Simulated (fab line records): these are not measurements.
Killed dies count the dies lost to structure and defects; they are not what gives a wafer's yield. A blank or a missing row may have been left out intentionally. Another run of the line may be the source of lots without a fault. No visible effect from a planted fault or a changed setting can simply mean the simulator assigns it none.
Matching of chambers || flow n5_finfet || N5_BEOL_M3_DEP_57 on pecvd-04: 3 sister chambers
The step deposits SiCN from 3MS/NH3, target thk 8 nm, time 14 s. 6 wafers are shown with their chamber, then 7 later ones without.

WAFERS PAIRED WITH THEIR CHAMBERS
{"wafer": "L088.5", "chamber": 1, "throttle_valve_pct (%)": 8.4, "showerhead_plenum_p_Torr (Torr)": 3.652}
{"wafer": "L089.1", "chamber": 2, "throttle_valve_pct (%)": 8.7, "showerhead_plenum_p_Torr (Torr)": 3.663}
{"wafer": "L089.4", "chamber": 2, "throttle_valve_pct (%)": 8.5, "showerhead_plenum_p_Torr (Torr)": 3.673}
{"wafer": "L089.6", "chamber": 1, "throttle_valve_pct (%)": 8.3, "showerhead_plenum_p_Torr (Torr)": 3.677}
{"wafer": "L092.2", "chamber": 0, "throttle_valve_pct (%)": 9.1, "showerhead_plenum_p_Torr (Torr)": 3.672}
{"wafer": "L092.4", "chamber": 0, "throttle_valve_pct (%)": 8.9, "showerhead_plenum_p_Torr (Torr)": 3.684}

WAFERS WITHOUT THEIR CHAMBER
{"wafer": "L092.5", "throttle_valve_pct (%)": 8.8, "showerhead_plenum_p_Torr (Torr)": 3.671}
{"wafer": "L094.1", "throttle_valve_pct (%)": 9.1, "showerhead_plenum_p_Torr (Torr)": 3.682}
{"wafer": "L094.3", "throttle_valve_pct (%)": 8.7, "showerhead_plenum_p_Torr (Torr)": 3.665}
{"wafer": "L094.4", "throttle_valve_pct (%)": 8.8, "showerhead_plenum_p_Torr (Torr)": 3.691}
{"wafer": "L097.3", "throttle_valve_pct (%)": 8.6, "showerhead_plenum_p_Torr (Torr)": 3.673}
{"wafer": "L097.4", "throttle_valve_pct (%)": 8.2, "showerhead_plenum_p_Torr (Torr)": 3.674}
{"wafer": "L097.6", "throttle_valve_pct (%)": 8.9, "showerhead_plenum_p_Torr (Torr)": 3.690}

CHAMBER TAKEN BY EACH
{"wafer": "L092.5", "from the rows above": "can't be placed: 2 or 0", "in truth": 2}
{"wafer": "L094.1", "from the rows above": 0, "in truth": 0}
{"wafer": "L094.3", "from the rows above": "can't be placed: 2 or 0", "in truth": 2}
{"wafer": "L094.4", "from the rows above": "can't be placed: 0 or 2", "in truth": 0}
{"wafer": "L097.3", "from the rows above": "can't be placed: 2 or 1", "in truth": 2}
{"wafer": "L097.4", "from the rows above": "can't be placed: 1 or 2", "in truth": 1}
{"wafer": "L097.6", "from the rows above": "can't be placed: 0 or 2", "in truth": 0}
1 of 7 placed correctly. Not placeable from these rows: 6 (in 6, the candidates include the true chamber). Wrongly placed: 0.
How it was worked out, from the rows above alone: a wafer's distance from a chamber is the root of the sum, over the readings, of the square of ((its reading less the chamber's mean) divided by the reading's scatter). The wafer belongs to the nearest chamber; if the next one is less than 2 further off, it can't be placed. For every chamber, the mean is computed from those of its wafers that are shown. How the scatter is found: for the shown wafers, subtract from each reading the mean of its chamber, square and add these, divide the total by (wafers less chambers), then take the root.
